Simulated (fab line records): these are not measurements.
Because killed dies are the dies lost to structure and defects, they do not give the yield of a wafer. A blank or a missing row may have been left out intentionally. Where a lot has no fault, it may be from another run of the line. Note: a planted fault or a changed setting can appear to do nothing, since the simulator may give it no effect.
Matching of chambers :: flow n5-finfet :: 4 sister chambers for N5_BEOL_M0_SAQP_ALD_48 on ald-sin-02
The step deposits SiO2, target thk 20 nm, pulse time 1 s, co reactant pulse time 1 s. 14 wafers are shown with their chamber, then 7 later ones without.

WAFERS PAIRED WITH THEIR CHAMBERS
wafer: L078.1
chamber: 1
heater-power-w (W): 75
precursor-pulse-height-rel: 1.022

wafer: L078.3
chamber: 0
heater-power-w (W): 85
precursor-pulse-height-rel: 1.009

wafer: L078.5
chamber: 1
heater-power-w (W): 77
precursor-pulse-height-rel: 1.003

wafer: L081.3
chamber: 2
heater-power-w (W): 79
precursor-pulse-height-rel: 0.971

wafer: L081.4
chamber: 3
heater-power-w (W): 81
precursor-pulse-height-rel: 0.988

wafer: L081.5
chamber: 0
heater-power-w (W): 84
precursor-pulse-height-rel: 1.014

wafer: L084.4
chamber: 0
heater-power-w (W): 85
precursor-pulse-height-rel: 1.004

wafer: L084.5
chamber: 2
heater-power-w (W): 75
precursor-pulse-height-rel: 0.968

wafer: L084.6
chamber: 3
heater-power-w (W): 80
precursor-pulse-height-rel: 1.004

wafer: L088.1
chamber: 2
heater-power-w (W): 78
precursor-pulse-height-rel: 1.002

wafer: L088.4
chamber: 0
heater-power-w (W): 85
precursor-pulse-height-rel: 1.008

wafer: L088.5
chamber: 2
heater-power-w (W): 79
precursor-pulse-height-rel: 0.991

wafer: L091.1
chamber: 2
heater-power-w (W): 80
precursor-pulse-height-rel: 0.984

wafer: L091.2
chamber: 1
heater-power-w (W): 75
precursor-pulse-height-rel: 1.026

SIGNATURES (means of the wafers above)
reading: heater-power-w
chamber 0: 84.75
chamber 1: 75.67
chamber 2: 78.20
chamber 3: 80.50
scatter within a chamber: 1.37

reading: precursor-pulse-height-rel
chamber 0: 1.00875
chamber 1: 1.01700
chamber 2: 0.98320
chamber 3: 0.99600
scatter within a chamber: 0.0113
Rule: a wafer lies at a distance from a chamber equal to the root of the sum of squares, over the readings, of (its reading less the chamber's mean, divided by the reading's scatter). If the next closest chamber is less than 2 further off than the closest, the wafer can't be placed; otherwise it belongs to the closest. The scatter: take each reading less its chamber's mean, square it, sum over the shown wafers, divide by the number of wafers less the number of chambers, and take the root.

WAFERS MISSING THEIR CHAMBER
wafer: L091.6
heater-power-w (W): 75
precursor-pulse-height-rel: 0.999

wafer: L093.3
heater-power-w (W): 76
precursor-pulse-height-rel: 0.988

wafer: L093.4
heater-power-w (W): 80
precursor-pulse-height-rel: 1.019

wafer: L093.6
heater-power-w (W): 76
precursor-pulse-height-rel: 0.990

wafer: L095.1
heater-power-w (W): 75
precursor-pulse-height-rel: 1.005

wafer: L095.4
heater-power-w (W): 81
precursor-pulse-height-rel: 1.015

wafer: L095.5
heater-power-w (W): 81
precursor-pulse-height-rel: 1.008

CHAMBER TAKEN BY EACH
wafer: L091.6
from the rows above: can't be placed: 1 or 2
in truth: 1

wafer: L093.3
from the rows above: can't be placed: 2 or 1 or 3
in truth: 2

wafer: L093.4
from the rows above: can't be placed: 3 or 1 or 2 or 0
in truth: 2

wafer: L093.6
from the rows above: can't be placed: 2 or 1 or 3
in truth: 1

wafer: L095.1
from the rows above: can't be placed: 1 or 2
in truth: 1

wafer: L095.4
from the rows above: can't be placed: 3 or 0 or 2
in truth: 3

wafer: L095.5
from the rows above: can't be placed: 3 or 0 or 2
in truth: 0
Correct placement for 0 of the 7. These rows do not allow placing 7 (true chamber among the candidates in 7). Number placed wrongly: 0.
